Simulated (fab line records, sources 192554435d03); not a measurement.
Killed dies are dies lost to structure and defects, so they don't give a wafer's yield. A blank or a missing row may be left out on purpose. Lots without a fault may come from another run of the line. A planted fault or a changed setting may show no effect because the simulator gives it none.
fab line records | flow n5_finfet
record lots=23 wafers=69 last_day=18
route steps=1938 shown MOL_CONTACT_COAG@531 BEOL_M0_SAQP@666
lots that met no fault: from a run of the same line without faults
start_h: hours from the record's first day to the start of the lot's first wafer shown | wait_h: hours since the lot's step before | " the same as in the row above | L1.1+2: a row that stands for several wafers | - no value, or no start given | * or withheld: withheld | < > ~ a bound
route shown NAME@n: a module of which the file shows steps, and the number in the route of the first | usual: mean/standard deviation of fault-free wafers | same: alike in all rows | chamber/n: place in a boat | sites: the reading at each site | _std_site: their standard deviation | _edge_site: outer sites' mean less inner sites' | radius_mm: how far each site lies from the wafer's centre | mask NAME#n: copy n | behind: the tool/chamber that last shaped the wafer | hold: why the lot was held/for how many hours/how that ended | device: the transistor (n, p or np) that didn't switch | end of line: the same wafers' tests at the end of the route | a step without rows: its recipe alone | killed: dies lost to structure and defects at the first sort, not the wafer's yield | map: a wafer's dies, x killed, . not, _ none there
set.NAME: the setting as run; set.NAME@STEP: as run at that earlier step | model.NAME: the simulator's own value behind a step, which no gauge read
steps of the route over a sample of lots; a table a step, a row a wafer
services: from which hour (start_h, from the record's first day; less than 0 if before it) a tool's chamber was out of use, for how many hours, and why
## steps
# step N5_MOL_CONTACT_COAG_ETCH_105
# recipe chemistry=CF4 target=SiARC target_depth_a=156 mask_material=CAR-EUV time_s=26 ion_energy_ev=80 pressure_mtorr=40 source_w=545 bias_w=36 Ar_flow_sccm=100 cf4_flow_sccm=100 ends=cleared
# usual bias_w=36.01/0.1 chamber_pressure_mTorr=40.00/0.036 drypump_motor_current_A=5.7/0.53 etch_rf_on_time_s=26.4/0.62 oes_product_au=0.64/0.051 rf_vpp_V=183.7/1.2 showerhead_plenum_p_Torr=2.12/0.072 throttle_valve_pct=15.68/0.28
# columns lot.wafer tool chamber start_h wait_h bias_w chamber_pressure_mTorr drypump_motor_current_A etch_rf_on_time_s oes_product_au rf_hours_counter_h rf_vpp_V showerhead_plenum_p_Torr throttle_valve_pct
L074.1 rie_diel-05 3 92.57 0.0 36.10 40.02 5.4 26.5 0.76 23 183.0 2.10 15.35
L074.4 " 1 " " 35.99 40.01 6.7 27.1 0.67 84 184.0 2.17 15.20
L074.6 " 3 " " 36.07 40.00 5.4 26.7 0.75 - 183.2 2.10 15.36
L075.3 rie_diel-06 0 98.02 0.0 36.20 40.03 5.8 26.6 0.61 194 182.1 2.03 15.84
L075.4 " 2 " " 35.84 40.01 4.9 27.2 0.59 181 186.2 2.22 16.00
L075.5 " 3 " " 36.15 40.01 5.0 26.6 0.63 - 184.2 2.06 15.26
L076.3 rie_diel-02 2 99.62 0.0 36.13 40.04 6.1 27.0 0.68 78 183.7 2.16 15.52
L076.4 " 3 " " 35.91 40.03 5.7 25.6 0.64 - 183.3 2.14 15.75
L076.6 " 0 " " 35.72 39.97 5.7 25.8 0.69 - 185.9 2.15 15.62
L077.3 rie_diel-02 1 106.55 0.0 36.04 40.01 6.7 25.4 0.74 50 185.4 2.27 15.29
L077.4 " 0 " " 35.97 39.99 5.7 25.4 0.70 120 183.9 2.15 15.61
L077.6 " 1 " " 35.96 39.98 6.7 25.8 0.74 - 184.9 2.27 15.29
L078.2 rie_diel-06 2 114.83 0.0 35.92 40.03 4.9 27.2 0.59 187 185.1 2.22 16.01
L078.4 " 0 " " 36.01 40.09 5.7 26.6 0.61 201 182.1 2.03 15.84
L078.6 " 1 " " 36.00 39.99 5.5 26.5 0.62 - 183.1 2.05 15.95
L079.1 rie_diel-02 2 117.49 0.0 36.04 39.95 6.1 26.7 0.68 86 183.8 2.16 15.54
L079.2 " 1 " " 35.97 39.99 6.7 26.0 0.73 54 184.8 2.27 15.31
L079.4 " 0 " " 36.17 40.00 5.7 25.7 0.69 124 184.9 2.15 15.63
L080.1 rie_diel-05 0 123.18 0.0 36.08 39.93 6.4 24.9 0.73 85 184.2 2.17 15.60
L080.3 " 3 " " 35.95 40.08 5.4 27.0 0.74 32 183.2 2.09 15.38
L080.6 " 2 " " 36.02 40.05 6.3 26.5 0.61 - 183.2 2.14 15.92
L081.2 rie_diel-05 0 129.15 0.0 35.89 39.99 6.4 24.7 0.73 88 183.6 2.17 15.59
L081.4 " 1 " " 36.16 40.05 6.6 27.0 0.66 98 184.3 2.16 15.24
L081.6 " 3 " " 36.05 39.97 5.4 26.9 0.74 - 182.3 2.09 15.37
L083.1 rie_diel-02 3 141.25 0.0 36.03 39.99 5.7 25.6 0.63 188 183.4 2.14 15.79
L083.4 " 2 " " 35.90 39.96 6.1 26.7 0.67 95 184.1 2.16 15.57
L083.5 " 0 " " 35.82 40.03 5.7 25.8 0.67 - 184.1 2.14 15.64
L082.1 rie_diel-02 1 142.77 0.0 35.99 40.05 6.7 25.9 0.71 64 184.9 2.27 15.33
L082.2 " 0 " " 36.18 40.07 5.7 25.9 0.68 133 185.1 2.14 15.62
L082.6 " 1 " " 36.19 40.06 6.7 25.9 0.72 - 185.0 2.27 15.31
L084.3 rie_diel-06 2 150.61 0.0 35.94 39.93 4.9 28.1 0.58 - 184.6 2.21 16.02
L084.5 " 2 " " 36.11 40.02 4.9 27.9 0.57 - 185.2 2.21 16.04
L084.6 " 1 " " 36.06 40.05 5.5 26.9 0.60 - 183.3 2.05 15.97
L086.1 rie_diel-06 2 160.58 0.0 36.02 39.98 4.9 27.6 0.57 206 184.9 2.21 16.03
L086.3 " 1 " " 35.83 40.00 5.5 26.4 0.60 184 182.9 2.05 15.98
L086.5 " 0 " " 35.83 40.09 5.7 26.9 0.59 - 182.2 2.03 15.87
L087.3 rie_diel-05 1 169.24 0.0 35.89 40.03 6.7 26.7 0.66 109 184.2 2.16 15.26
L087.4 " 2 " " 36.02 40.01 6.2 26.3 0.61 - 184.6 2.14 15.97
L087.6 " 1 " " 36.01 40.01 6.6 26.5 0.67 - 182.6 2.16 15.24
L088.2 rie_diel-06 2 179.15 0.0 36.10 39.95 4.9 27.7 0.56 213 184.5 2.21 16.06
L088.5 " 1 " " 35.96 39.98 5.5 26.5 0.60 - 184.5 2.04 16.00
L088.6 " 0 " " 35.87 39.99 5.8 26.7 0.59 - 183.1 2.02 15.89
L089.4 rie_diel-06 3 180.57 0.0 36.01 39.98 5.0 26.4 0.62 181 183.1 2.05 15.31
L089.5 " 0 " " 36.04 40.01 5.8 26.8 0.58 - 183.1 2.02 15.89
L089.6 " 3 " " 35.87 39.99 5.0 26.7 0.61 - 182.8 2.05 15.31
L090.1 rie_diel-06 3 186.42 0.0 35.95 40.00 5.0 26.9 0.61 183 182.1 2.05 15.31
L090.3 " 1 " " 36.08 39.96 5.5 26.6 0.59 194 182.0 2.04 16.02
L090.5 " 3 " " 35.80 39.96 5.0 26.8 0.61 - 182.8 2.05 15.30
L091.1 rie_diel-06 0 194.66 0.0 36.10 39.99 5.8 26.6 0.59 221 184.8 2.02 15.88
L091.2 " 3 " " 35.92 40.00 5.0 26.6 0.61 185 182.4 2.05 15.32
L091.3 " 1 " " 36.09 39.94 5.5 26.3 0.60 196 183.5 2.04 16.02
L092.3 rie_diel-06 0 197.61 0.0 35.99 40.00 5.8 26.6 0.58 222 182.0 2.02 15.90
L092.5 " 1 " " 35.94 40.00 5.5 26.5 0.59 - 181.3 2.04 16.00
L092.6 " 0 " " 36.07 40.01 5.8 26.7 0.58 - 181.2 2.02 15.89
L093.2 rie_diel-05 3 203.13 0.0 35.86 40.02 5.5 26.4 0.71 57 183.1 2.09 15.43
L093.5 " 3 " " 35.97 40.04 5.4 26.4 0.72 - 182.8 2.09 15.42
L093.6 " 2 " " 36.13 40.02 6.3 26.3 0.61 - 182.9 2.14 15.99
L094.1 rie_diel-06 3 208.84 0.0 36.05 39.97 5.0 26.5 0.61 188 181.8 2.05 15.34
L094.4 " 0 " " 35.90 39.98 5.7 26.4 0.59 225 183.5 2.02 15.91
L094.6 " 1 " " 36.00 39.95 5.5 26.4 0.60 - 182.4 2.04 16.02
L095.1 rie_diel-02 0 221.24 0.0 35.93 40.00 5.7 25.9 0.65 161 182.5 2.13 15.70
L095.3 " 2 " " 36.10 40.01 6.1 26.6 0.65 125 184.5 2.15 15.63
L095.4 " 1 " " 36.13 40.05 6.7 25.6 0.69 93 185.1 2.26 15.39
L096.2 rie_diel-06 2 222.60 0.0 35.92 40.07 5.0 27.3 0.56 224 184.1 2.20 16.09
L096.4 " 0 " " 36.05 39.95 5.7 26.3 0.59 229 181.9 2.02 15.92
L096.6 " 3 " " 36.12 39.96 5.0 26.4 0.61 - 183.0 2.05 15.34
L097.1 rie_diel-02 2 229.73 0.0 35.89 40.01 6.1 26.9 0.65 128 183.2 2.15 15.63
L097.5 " 2 " " 36.06 39.99 6.1 26.8 0.64 - 183.5 2.15 15.62
L097.6 " 3 " " 35.97 40.01 5.7 25.9 0.61 - 184.8 2.13 15.85
# step N5_MOL_CONTACT_COAG_TI_SIL_19
# recipe material=Ti target_thk_a=42 temp_c=200 chamber_pressure_pa=5 power_w=5000 time_s=15
# usual throttle_valve_pct=30.1/1
# columns lot.wafer tool chamber start_h wait_h throttle_valve_pct
L074.1 pvd_sputter-02 - 95.18 2.0 29.9
L074.4 " - " " 28.2
L074.6 " - " " 31.5
L075.3 pvd_sputter-01 - 98.87 0.2 31.8
L075.4 " - " " 30.1
L075.5 " - " " 30.1
L076.3 pvd_sputter-03 - 101.85 0.2 30.2
L076.4 " - " " 28.9
L076.6 " - " " 30.3
L077.3 pvd_sputter-01 - 107.37 0.1 30.0
L077.4 " - " " 32.0
L077.6 " - " " 30.4
L078.2 pvd_sputter-01 - 116.50 0.2 29.4
L078.4 " - " " 30.0
L078.6 " - " " 31.5
L079.1 pvd_sputter-03 - 118.45 0.3 28.7
L079.2 " - " " 30.2
L079.4 " - " " 31.3
L080.1 pvd_sputter-03 - 124.06 0.3 29.9
L080.3 " - " " 31.1
L080.6 " - " " 30.2
L081.2 pvd_sputter-02 - 130.24 0.3 32.1
L081.4 " - " " 28.3
L081.6 " - " " 30.0
L083.1 pvd_sputter-02 - 142.27 0.4 28.2
L083.4 " - " " 31.9
L083.5 " - " " 30.0
L082.1 pvd_sputter-02 - 143.79 0.3 31.8
L082.2 " - " " 29.9
L082.6 " - " " 30.1
L084.3 pvd_sputter-02 - 151.57 0.1 30.0
L084.5 " - " " 30.1
L084.6 " - " " 28.5
L086.1 pvd_sputter-03 - 163.27 1.6 28.8
L086.3 " - " " 30.1
L086.5 " - " " 30.1
L087.3 pvd_sputter-03 - 170.17 0.3 28.6
L087.4 " - " " 30.0
L087.6 " - " " 28.8
L088.2 pvd_sputter-03 - 180.17 0.2 31.5
L088.5 " - " " 31.4
L088.6 " - " " 30.1
L089.4 pvd_sputter-03 - 181.57 0.2 30.2
L089.5 " - " " 28.5
L089.6 " - " " 31.5
L090.1 pvd_sputter-01 - 187.96 0.2 29.6
L090.3 " - " " 30.1
L090.5 " - " " 30.0
L091.1 pvd_sputter-02 - 195.56 0.3 31.7
L091.2 " - " " 29.6
L091.3 " - " " 29.9
L092.3 pvd_sputter-01 - 201.55 0.1 30.1
L092.5 " - " " 32.2
L092.6 " - " " 29.6
L093.2 pvd_sputter-01 - 204.47 0.2 29.6
L093.5 " - " " 29.9
L093.6 " - " " 31.8
L094.1 pvd_sputter-01 - 211.12 0.3 29.8
L094.4 " - " " 31.9
L094.6 " - " " 31.8
L095.1 pvd_sputter-02 - 222.41 0.4 32.1
L095.3 " - " " 29.6
L095.4 " - " " 28.3
L096.2 pvd_sputter-02 - 223.40 0.1 30.4
L096.4 " - " " 29.8
L096.6 " - " " 29.7
L097.1 pvd_sputter-03 - 230.52 0.2 28.8
L097.5 " - " " 30.1
L097.6 " - " " 30.1
# step N5_MOL_CONTACT_COAG_PRE_CLEAN_142
# recipe gas=H2/He time_s=60 temp_c=300
# usual heater_power_w=467/39
# columns lot.wafer tool chamber start_h wait_h heater_power_w
L074.1 pvd_sputter-02 - 98.74 1.6 464
L074.4 " - " " 468
L074.6 " - " " 482
L075.3 pvd_sputter-02 - 104.40 1.3 512
L075.4 " - " " 469
L075.5 " - " " 463
L076.3 pvd_sputter-02 - 105.45 0.6 471
L076.4 " - " " 484
L076.6 " - " " 471
L077.3 pvd_sputter-03 - 113.58 1.6 464
L077.4 " - " " 508
L077.6 " - " " 411
L078.2 pvd_sputter-03 - 119.80 1.1 402
L078.4 " - " " 472
L078.6 " - " " 472
L079.1 pvd_sputter-03 - 121.58 0.8 405
L079.2 " - " " 479
L079.4 " - " " 503
L080.1 pvd_sputter-01 - 128.21 2.4 508
L080.3 " - " " 543
L080.6 " - " " 414
L081.2 pvd_sputter-03 - 135.09 2.3 487
L081.4 " - " " 406
L081.6 " - " " 466
L083.1 pvd_sputter-01 - 145.85 0.9 401
L083.4 " - " " 407
L083.5 " - " " 412
L082.1 pvd_sputter-03 - 147.97 2.0 491
L082.2 " - " " 460
L082.6 " - " " 463
L084.3 pvd_sputter-02 - 156.08 0.5 501
L084.5 " - " " 504
L084.6 " - " " 458
L086.1 pvd_sputter-02 - 167.81 2.2 477
L086.3 " - " " 470
L086.5 " - " " 467
L087.3 pvd_sputter-01 - 174.80 2.3 504
L087.4 " - " " 408
L087.6 " - " " 416
L089.4 pvd_sputter-03 - 185.69 0.6 495
L089.5 " - " " 459
L089.6 " - " " 482
L088.2 pvd_sputter-03 - 188.08 3.1 479
L088.5 " - " " 476
L088.6 " - " " 404
L090.1 pvd_sputter-03 - 191.38 1.6 473
L090.3 " - " " 408
L090.5 " - " " 508
L091.1 pvd_sputter-01 - 201.39 3.5 414
L091.2 " - " " 511
L091.3 " - " " 406
L092.3 pvd_sputter-02 - 208.05 2.1 497
L092.5 " - " " 516
L092.6 " - " " 460
L093.2 pvd_sputter-03 - 208.24 1.6 511
L093.5 " - " " 474
L093.6 " - " " 396
L094.1 pvd_sputter-02 - 215.55 0.8 472
L094.4 " - " " 478
L094.6 " - " " 485
L095.1 pvd_sputter-03 - 225.01 0.8 481
L095.3 " - " " 491
L095.4 " - " " 404
L096.2 pvd_sputter-03 - 227.82 2.4 486
L096.4 " - " " 469
L096.6 " - " " 395
L097.1 pvd_sputter-03 - 233.11 0.9 492
L097.5 " - " " 405
L097.6 " - " " 505
# step N5_MOL_CONTACT_COAG_ETCH_89
# recipe chemistry=N2/H2 target=underlayer target_depth_a=130 mask_material=CAR-EUV time_s=10.4 ion_energy_ev=200 pressure_mtorr=30 source_w=840 bias_w=150 n2_flow_sccm=200 h2_flow_sccm=200 ends=cleared
# usual bias_w=150.0/0.49 chamber_pressure_mTorr=29.999/0.028 drypump_motor_current_A=5.8/0.58 etch_rf_on_time_s=10.51/0.3 h2_flow_sccm=200.1/0.63 oes_product_au=0.65/0.05 rf_vpp_V=523.4/2.2 showerhead_plenum_p_Torr=2.52/0.072 throttle_valve_pct=17.9/0.32
# columns lot.wafer tool chamber start_h wait_h bias_w chamber_pressure_mTorr drypump_motor_current_A etch_rf_on_time_s h2_flow_sccm oes_product_au rf_hours_counter_h rf_vpp_V showerhead_plenum_p_Torr throttle_valve_pct
L074.1 rie_diel-06 0 103.44 0.0 149.7 29.948 5.8 10.68 199.2 0.61 197 522.5 2.41 18.1
L074.4 " 2 " " 150.5 30.044 4.9 10.98 198.5 0.59 183 526.7 2.63 18.2
L074.6 " 1 " " 150.5 30.063 5.5 10.51 199.3 0.62 - 520.3 2.43 18.2
L075.3 rie_diel-05 0 108.50 0.0 149.4 29.965 6.4 9.76 201.1 0.74 81 524.0 2.57 17.8
L075.4 " 3 " " 150.1 29.974 5.5 10.61 201.2 0.76 27 523.4 2.49 17.7
L075.5 " 2 " " 150.0 30.028 6.2 10.59 200.2 0.62 - 522.3 2.54 18.3
L076.3 rie_diel-06 0 109.45 0.0 149.6 29.987 5.8 10.66 199.3 0.60 199 521.6 2.41 18.1
L076.4 " 1 " " 149.5 30.027 5.5 10.46 199.1 0.62 161 521.8 2.43 18.2
L076.6 " 0 " " 149.9 30.013 5.8 10.62 201.0 0.60 - 520.2 2.41 18.1
L077.3 rie_diel-06 0 117.86 0.0 150.1 29.987 5.8 10.75 199.8 0.59 202 520.1 2.41 18.1
L077.4 " 1 " " 150.5 30.045 5.5 10.66 199.7 0.61 164 520.9 2.43 18.3
L077.6 " 0 " " 149.8 30.031 5.8 10.69 200.9 0.60 - 519.8 2.41 18.1
L078.2 rie_diel-05 0 125.18 0.0 150.2 30.017 6.5 10.04 201.1 0.72 86 524.5 2.57 17.8
L078.4 " 2 " " 150.9 29.969 6.3 10.79 200.7 0.61 182 524.6 2.54 18.3
L078.6 " 1 " " 149.8 29.975 6.7 10.78 200.2 0.67 - 525.5 2.56 17.4
L079.1 rie_diel-05 0 126.53 0.0 149.0 30.016 6.4 9.81 199.5 0.73 87 524.6 2.57 17.8
L079.2 " 1 " " 149.9 29.975 6.7 10.65 199.0 0.68 96 524.9 2.56 17.4
L079.4 " 2 " " 150.5 30.013 6.3 10.65 200.6 0.61 182 524.2 2.54 18.3
L080.1 rie_diel-02 1 132.72 0.0 149.5 29.995 6.8 10.45 200.9 0.72 60 527.1 2.68 17.3
L080.3 " 2 " " 150.7 30.039 6.1 10.60 200.1 0.68 92 523.2 2.57 17.8
L080.6 " 3 " " 150.0 29.927 5.7 10.18 199.9 0.63 - 523.7 2.51 17.9
L081.2 rie_diel-05 0 140.32 0.0 149.2 29.977 6.4 9.92 200.1 0.72 92 523.8 2.57 17.8
L081.4 " 1 " " 149.9 29.960 6.7 10.63 200.6 0.66 102 523.8 2.56 17.4
L081.6 " 1 " " 149.9 29.985 6.7 10.73 199.9 0.67 - 524.7 2.56 17.4
L083.1 rie_diel-02 2 150.95 0.0 150.6 30.046 6.1 10.80 199.4 0.67 99 524.9 2.57 17.9
L083.4 " 1 " " 149.3 30.012 6.7 10.50 200.3 0.70 67 526.7 2.68 17.3
L083.5 " 0 " " 151.0 29.995 5.7 10.32 199.5 0.68 - 525.5 2.54 17.8
L082.1 rie_diel-06 1 153.52 0.0 149.4 30.024 5.5 10.68 199.3 0.60 179 522.5 2.42 18.3
L082.2 " 2 " " 149.8 29.998 4.9 11.12 199.5 0.57 202 526.0 2.63 18.3
L082.6 " 2 " " 150.1 29.983 4.9 11.18 199.2 0.57 - 525.0 2.63 18.3
L084.3 rie_diel-05 2 160.91 0.0 150.2 30.019 6.2 10.62 199.3 0.61 190 523.1 2.54 18.3
L084.5 " 0 " " 149.5 29.987 6.4 9.90 199.5 0.72 - 524.4 2.57 17.8
L084.6 " 3 " " 149.2 29.970 5.4 10.54 200.3 0.73 - 522.9 2.49 17.7
L086.1 rie_diel-02 0 172.55 0.0 150.1 30.054 5.7 10.25 200.1 0.67 146 524.3 2.53 17.8
L086.3 " 3 " " 150.4 30.021 5.7 10.16 200.7 0.63 201 522.6 2.50 17.9
L086.5 " 2 " " 150.4 30.007 6.1 10.76 200.4 0.66 - 525.0 2.57 17.9
L087.3 rie_diel-02 1 179.38 0.0 150.1 29.984 6.7 10.39 200.0 0.71 79 529.2 2.67 17.4
L087.4 " 2 " " 148.9 29.975 6.1 10.59 199.2 0.67 110 525.6 2.57 17.9
L087.6 " 3 " " 150.5 29.959 5.7 10.17 200.2 0.62 - 523.6 2.50 17.9
L089.4 rie_diel-06 0 190.61 0.0 149.9 29.986 5.8 10.67 200.6 0.59 220 520.5 2.40 18.1
L089.5 " 3 " " 150.0 30.000 5.0 10.64 199.0 0.61 - 521.0 2.44 17.5
L089.6 " 2 " " 149.6 30.050 4.9 10.96 199.7 0.57 - 525.8 2.62 18.3
L088.2 rie_diel-05 2 192.60 0.0 149.7 30.017 6.2 10.74 198.6 0.60 201 524.0 2.53 18.4
L088.5 " 3 " " 150.8 30.021 5.4 10.65 201.1 0.72 - 522.3 2.48 17.7
L088.6 " 0 " " 149.6 29.989 6.5 9.93 200.5 0.70 - 524.5 2.56 17.8
L090.1 rie_diel-05 0 195.39 0.0 149.8 30.038 6.4 9.86 199.5 0.71 102 522.5 2.56 17.8
L090.3 " 3 " " 150.2 29.984 5.5 10.57 199.6 0.71 54 520.5 2.48 17.8
L090.5 " 2 " " 150.4 29.981 6.3 10.69 199.7 0.60 - 522.9 2.53 18.3
L091.1 rie_diel-06 1 205.35 0.0 149.2 29.985 5.5 10.47 200.7 0.60 198 519.2 2.42 18.3
L091.2 " 2 " " 149.5 29.972 4.9 10.92 201.1 0.58 219 525.7 2.62 18.3
L091.3 " 0 " " 149.7 29.980 5.8 10.69 200.3 0.58 223 521.3 2.40 18.2
L092.3 rie_diel-05 2 212.66 0.0 149.2 29.998 6.3 10.69 200.5 0.60 208 524.1 2.53 18.4
L092.5 " 1 " " 149.8 29.961 6.7 10.63 200.9 0.65 - 523.9 2.55 17.5
L092.6 " 0 " " 150.2 29.953 6.4 9.91 200.5 0.70 - 526.1 2.56 17.8
L093.2 rie_diel-02 0 213.37 0.0 149.6 29.952 5.7 10.15 200.8 0.66 158 522.1 2.53 17.8
L093.5 " 0 " " 149.8 29.994 5.7 10.25 200.3 0.66 - 524.5 2.53 17.8
L093.6 " 3 " " 149.2 29.987 5.7 10.21 200.3 0.61 - 523.4 2.50 17.9
L094.1 rie_diel-02 2 219.70 0.0 149.7 29.998 6.1 10.68 200.6 0.64 124 524.9 2.56 17.9
L094.4 " 0 " " 150.3 30.038 5.7 10.22 200.2 0.66 161 521.9 2.52 17.8
L094.6 " 3 " " 149.6 29.993 5.7 10.33 201.0 0.61 - 523.1 2.50 17.9
L095.1 rie_diel-02 1 229.56 0.0 149.6 30.017 6.7 10.33 200.5 0.69 96 527.9 2.66 17.4
L095.3 " 3 " " 150.1 29.997 5.7 10.33 200.2 0.60 221 523.9 2.49 18.0
L095.4 " 2 " " 150.4 29.982 6.1 10.63 200.2 0.64 128 525.0 2.56 17.9
L096.2 rie_diel-06 0 231.90 0.0 149.5 29.973 5.8 10.66 199.6 0.59 232 521.4 2.40 18.2
L096.4 " 1 " " 150.3 30.015 5.5 10.64 199.7 0.59 207 519.5 2.41 18.3
L096.6 " 2 " " 150.3 30.070 4.9 11.01 199.9 0.57 - 525.9 2.62 18.3
L097.1 rie_diel-06 3 237.19 0.0 149.7 30.017 5.1 10.71 200.0 0.60 196 520.4 2.43 17.6
L097.5 " 2 " " 149.8 29.934 4.9 10.95 199.7 0.56 - 526.6 2.61 18.3
L097.6 " 3 " " 149.6 30.046 5.0 10.63 200.0 0.61 - 521.8 2.43 17.5
# step N5_MOL_CONTACT_COAG_STRIP_119
# recipe chemistry=N2/H2 time_s=30 power_w=1000 temp_c=250 pressure_mtorr=withheld n2_flow_sccm=1750 h2_flow_sccm=3250
# usual drypump_motor_current_A=5.94/0.13 h2_flow_sccm=3248/8.7 heater_power_w=291/36
# columns lot.wafer tool chamber start_h wait_h drypump_motor_current_A h2_flow_sccm heater_power_w rf_hours_counter_h
L074.1 plasma_asher-01 1 104.48 0.4 5.91 3252 326 95
L074.4 " 1 " " 5.91 3247 326 -
L074.6 " 1 " " 5.90 3253 329 -
L075.3 plasma_asher-01 0 109.15 0.1 6.11 3252 352 -
L075.4 " 1 " " 5.90 3244 321 -
L075.5 " 0 " " 6.08 3262 335 -
L076.3 plasma_asher-01 0 110.09 0.1 6.10 3244 347 -
L076.4 " 1 " " 5.89 3226 337 -
L076.6 " 1 " " 5.89 3242 327 -
L077.3 plasma_asher-02 1 118.51 0.1 5.78 3260 274 -
L077.4 " 0 " " 6.01 3243 256 -
L077.6 " 0 " " 6.01 3259 244 -
L078.2 plasma_asher-02 1 126.35 0.1 5.76 3256 285 44
L078.4 " 1 " " 5.77 3246 266 -
L078.6 " 1 " " 5.77 3257 283 -
L079.1 plasma_asher-02 0 127.21 0.1 6.05 3245 255 44
L079.2 " 1 " " 5.76 3223 274 44
L079.4 " 0 " " 6.02 3256 243 -
L080.1 plasma_asher-02 0 133.34 0.1 6.02 3251 249 46
L080.3 " 0 " " 6.02 3241 253 -
L080.6 " 0 " " 6.03 3252 255 -
L081.2 plasma_asher-01 1 141.10 0.1 5.91 3229 323 103
L081.4 " 1 " " 5.91 3238 325 -
L081.6 " 0 " " 6.07 3245 339 -
L083.1 plasma_asher-02 0 151.83 0.1 6.00 3262 248 49
L083.4 " 1 " " 5.77 3245 274 -
L083.5 " 1 " " 5.77 3242 285 -
L082.1 plasma_asher-02 1 155.21 0.1 5.78 3253 280 49
L082.2 " 0 " " 6.04 3245 250 49
L082.6 " 0 " " 6.03 3232 252 -
L084.3 plasma_asher-02 0 161.55 0.1 6.04 3236 250 -
L084.5 " 0 " " 6.01 3247 253 -
L084.6 " 1 " " 5.75 3261 283 -
L086.1 plasma_asher-01 1 173.17 0.1 5.92 3240 330 110
L086.3 " 1 " " 5.91 3256 331 -
L086.5 " 1 " " 5.93 3252 331 -
L087.3 plasma_asher-02 1 180.56 0.1 5.77 3247 281 -
L087.4 " 0 " " 6.02 3239 250 -
L087.6 " 1 " " 5.78 3250 280 -
L089.4 plasma_asher-02 1 191.70 0.1 5.76 3255 280 -
L089.5 " 1 " " 5.79 3250 281 -
L089.6 " 0 " " 6.06 3234 249 -
L088.2 plasma_asher-01 0 193.67 0.1 6.06 3256 334 114
L088.5 " 0 " " 6.11 3258 345 -
L088.6 " 1 " " 5.88 3249 326 -
L090.1 plasma_asher-02 1 196.02 0.1 5.77 3232 283 57
L090.3 " 1 " " 5.78 3253 285 -
L090.5 " 1 " " 5.79 3254 282 -
L091.1 plasma_asher-02 1 206.11 0.1 5.76 3245 281 58
L091.2 " 0 " " 6.03 3244 251 58
L091.3 " 0 " " 6.02 3250 248 -
L092.3 plasma_asher-01 0 213.41 0.1 6.07 3239 339 -
L092.5 " 0 " " 6.09 3247 347 -
L092.6 " 1 " " 5.89 3233 338 -
L093.2 plasma_asher-01 1 214.01 0.1 5.90 3267 325 119
L093.5 " 1 " " 5.91 3248 326 -
L093.6 " 0 " " 6.08 3264 338 -
L094.1 plasma_asher-02 1 220.49 0.1 5.77 3244 276 61
L094.4 " 1 " " 5.75 3246 278 -
L094.6 " 1 " " 5.77 3235 282 -
L095.1 plasma_asher-02 1 230.19 0.1 5.79 3247 293 63
L095.3 " 1 " " 5.81 3245 282 -
L095.4 " 0 " " 6.02 3259 259 -
L096.2 plasma_asher-02 0 232.53 0.1 6.05 3243 248 63
L096.4 " 0 " " 6.06 3249 254 -
L096.6 " 1 " " 5.77 3251 281 -
L097.1 plasma_asher-01 1 237.81 0.1 5.87 3249 323 124
L097.5 " 1 " " 5.89 3242 333 -
L097.6 " 0 " " 6.09 3242 331 -
# step N5_BEOL_M0_SAQP_CD_MEAS_25
# recipe target_cd_nm=13.1 landing_energy_ev=1000 detector=se_inlens
# usual cd_nm=12.87/0.24
# same landing_energy_ev=1000
# columns lot.wafer tool chamber start_h wait_h cd_nm
L074.1 cd_sem-02 0 113.37 0.1 12.64
L074.4 " 0 " " 12.84
L074.6 " 0 " " 12.69
L075.3 cd_sem-03 0 119.50 0.1 12.70
L075.4 " 0 " " 12.84
L075.5 " 0 " " 12.53
L076.3 cd_sem-01 0 119.50 0.1 12.81
L076.4 " 0 " " 13.19
L076.6 " 0 " " 12.95
L077.3 cd_sem-01 0 127.39 0.1 13.01
L077.4 " 0 " " 12.79
L077.6 " 0 " " 12.67
L078.2 cd_sem-02 0 135.05 0.1 12.69
L078.4 " 0 " " 12.71
L078.6 " 0 " " 12.96
L079.1 cd_sem-03 0 138.83 0.1 12.95
L079.2 " 0 " " 12.88
L079.4 " 0 " " 12.57
L080.1 cd_sem-03 0 143.02 0.1 12.99
L080.3 " 0 " " 12.81
L080.6 " 0 " " 12.65
L081.2 cd_sem-01 0 150.86 0.1 13.13
L081.4 " 0 " " 13.05
L081.6 " 0 " " 12.79
L083.1 cd_sem-03 0 163.00 0.1 12.71
L083.4 " 0 " " 12.96
L083.5 " 0 " " 12.92
L082.1 cd_sem-03 0 167.16 0.1 13.14
L082.2 " 0 " " 13.27
L082.6 " 0 " " 12.98
L084.3 cd_sem-03 0 170.32 0.1 12.86
L084.5 " 0 " " 12.80
L084.6 " 0 " " 12.94
L086.1 cd_sem-03 0 182.73 0.1 12.81
L086.3 " 0 " " 12.16
L086.5 " 0 " " 12.94
L087.3 cd_sem-02 0 191.31 0.1 13.12
L087.4 " 0 " " 12.76
L087.6 " 0 " " 12.89
L089.4 cd_sem-03 0 202.49 0.1 12.66
L089.5 " 0 " " 12.38
L089.6 " 0 " " 12.80
L088.2 cd_sem-02 0 207.41 0.1 12.66
L088.5 " 0 " " 12.93
L088.6 " 0 " " 12.97
L090.1 cd_sem-01 0 208.49 0.1 13.01
L090.3 " 0 " " 12.88
L090.5 " 0 " " 12.95
L091.1 cd_sem-01 0 217.71 0.1 12.68
L091.2 " 0 " " 12.62
L091.3 " 0 " " 12.71
L092.3 cd_sem-03 0 222.39 0.1 13.10
L092.5 " 0 " " 12.87
L092.6 " 0 " " 12.61
L093.2 cd_sem-01 0 225.55 0.1 12.74
L093.5 " 0 " " 13.18
L093.6 " 0 " " 13.07
L094.1 cd_sem-03 0 230.94 0.1 12.41
L094.4 " 0 " " 13.01
L094.6 " 0 " " 12.64
L095.1 cd_sem-03 0 240.25 0.1 12.34
L095.3 " 0 " " 13.00
L095.4 " 0 " " 12.89
L096.2 cd_sem-01 0 241.43 0.1 12.77
L096.4 " 0 " " 12.82
L096.6 " 0 " " 12.70
L097.1 cd_sem-03 0 247.09 0.1 12.98
L097.5 " 0 " " 12.67
L097.6 " 0 " " 12.66
## services
# columns tool chamber start_h hours kind
pvd_sputter-02 - 88.77 4.4 repair
rie_diel-02 1 96.54 4.5 repair
rie_diel-05 3 102.56 2.6 repair
plasma_asher-02 - 104.06 2.8 pm
pvd_sputter-02 - 115.86 8.0 repair
rie_diel-06 2 122.85 3.9 repair
rie_diel-06 0 138.95 18.3 repair
rie_diel-05 - 146.10 14.6 pm
rie_diel-05 0 161.45 14.5 repair
rie_diel-05 2 176.47 4.3 repair
pvd_sputter-02 - 197.53 7.5 repair
rie_diel-02 - 212.23 1.0 repair
rie_diel-06 - 227.77 0.4 repair
rie_diel-05 3 229.94 6.9 repair
rie_diel-05 2 235.44 7.4 repair
## key
fault none
